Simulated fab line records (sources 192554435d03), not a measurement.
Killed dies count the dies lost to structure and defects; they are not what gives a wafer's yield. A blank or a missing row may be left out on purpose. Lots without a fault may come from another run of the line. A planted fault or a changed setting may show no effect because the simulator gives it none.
Split-lot trial -- flow n5_finfet -- on a route of 1938 steps: 7 lots, 21 wafers read

== THE SPLIT ==
At N5_BEOL_M13_SPUTTER_43 (material TaN, target thk 15 nm, time 24.19 s), the setting time_s was moved away from the recipe's 24.19 s on 6 of the 21 wafers read, by -5.3% to +8.9%. All remaining wafers had this setting at the recipe value.

The split's own step is where the reading is taken.

== THE READING ==
TaN_of_BEOL_M13_SPUTTER_43.thk_nm (the simulator's own value, which no gauge read), in nm, at N5_BEOL_M13_SPUTTER_43 (material TaN, target thk 15 nm, time 24.19 s). There is no usual value for it anywhere in the file. Average 14.9 nm, standard deviation 0.3 nm, over the 15 wafers here run with the recipe.

wafer,"tool, chamber at the split","time_s as run, s",against the recipe,"TaN_of_BEOL_M13_SPUTTER_43.thk_nm, nm",against lot-mates on the recipe
L076.1,"pvd_sputter-01, -",24.19,recipe,15.2,-
L076.4,"pvd_sputter-01, -",24.19,recipe,15.4,-
L076.6,"pvd_sputter-01, -",24.19,recipe,15,-
L074.3,"pvd_sputter-02, -",24.19,recipe,15.2,-
L074.4,"pvd_sputter-02, -",24.19,recipe,15.2,-
L074.5,"pvd_sputter-02, -",24.19,recipe,15,-
L082.1,"pvd_sputter-03, -",24.19,recipe,14.8,-
L082.3,"pvd_sputter-03, -",24.19,recipe,14.8,-
L082.6,"pvd_sputter-03, -",24.19,recipe,14.4,-
L089.1,"pvd_sputter-02, -",24.19,recipe,14.8,-
L089.2,"pvd_sputter-02, -",24.19,recipe,14.8,-
L089.6,"pvd_sputter-02, -",24.19,recipe,15,-
L088.2,"pvd_sputter-03, -",26.35,+8.9%,16,+1.8
L088.4,"pvd_sputter-03, -",24.19,recipe,14.2,-
L088.6,"pvd_sputter-03, -",26.35,+8.9%,15.8,+1.6
L091.2,"pvd_sputter-01, -",24.19,recipe,15,-
L091.4,"pvd_sputter-01, -",22.94,-5.2%,14.2,-0.8
L091.6,"pvd_sputter-01, -",22.94,-5.2%,14,-1.0
L094.1,"pvd_sputter-01, -",22.9,-5.3%,14.4,-0.6
L094.2,"pvd_sputter-01, -",24.19,recipe,15,-
L094.6,"pvd_sputter-01, -",22.9,-5.3%,14,-1.0

FIT RESULTS
A straight line over all 21 wafers: TaN_of_BEOL_M13_SPUTTER_43.thk_nm changes by +0.124 nm for each +1% of time_s; r = +0.85; the points scatter about the line by 0.28 nm.
The same after taking each lot's own level away (the mean of its wafers on the recipe; 21 wafers): +0.179 nm for each +1%; r = +0.98; scatter 0.15 nm.
That fit puts the effect of the largest move of time_s on the reading at 1.6 nm.
Measured against the standard deviation above, the lots' own levels, which go from 14.20 to 15.20 nm, span 3.3 times it.
So the slope is not independent of the lot-to-lot level: the two fits are not the same.
Check: for one of the wafers moved furthest among these (+8.9%), held out of the fit, the line's prediction against its lot-mates is +1.53 nm. Against them it came out at +1.8 nm.

== THE OTHER SPLITS THESE WAFERS WENT THROUGH ==
Other splits were also applied to these wafers ahead of the reading. Each is held against what the fit with the lots' levels taken away leaves over:
other split on the same wafers,wafers away from the commonest value,r with TaN_of_BEOL_M13_SPUTTER_43.thk_nm (lot level and that fit taken away)
N5_BEOL_M10_EXPOSE_25 dose_mj,8,+0.22
N5_BEOL_M11_ETCH_41 time_s,5,-0.20

== FILE'S OWN FIT ==
TaN_of_BEOL_M13_SPUTTER_43.thk_nm changes by +0.179 nm for each +1% of time_s, r = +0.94.
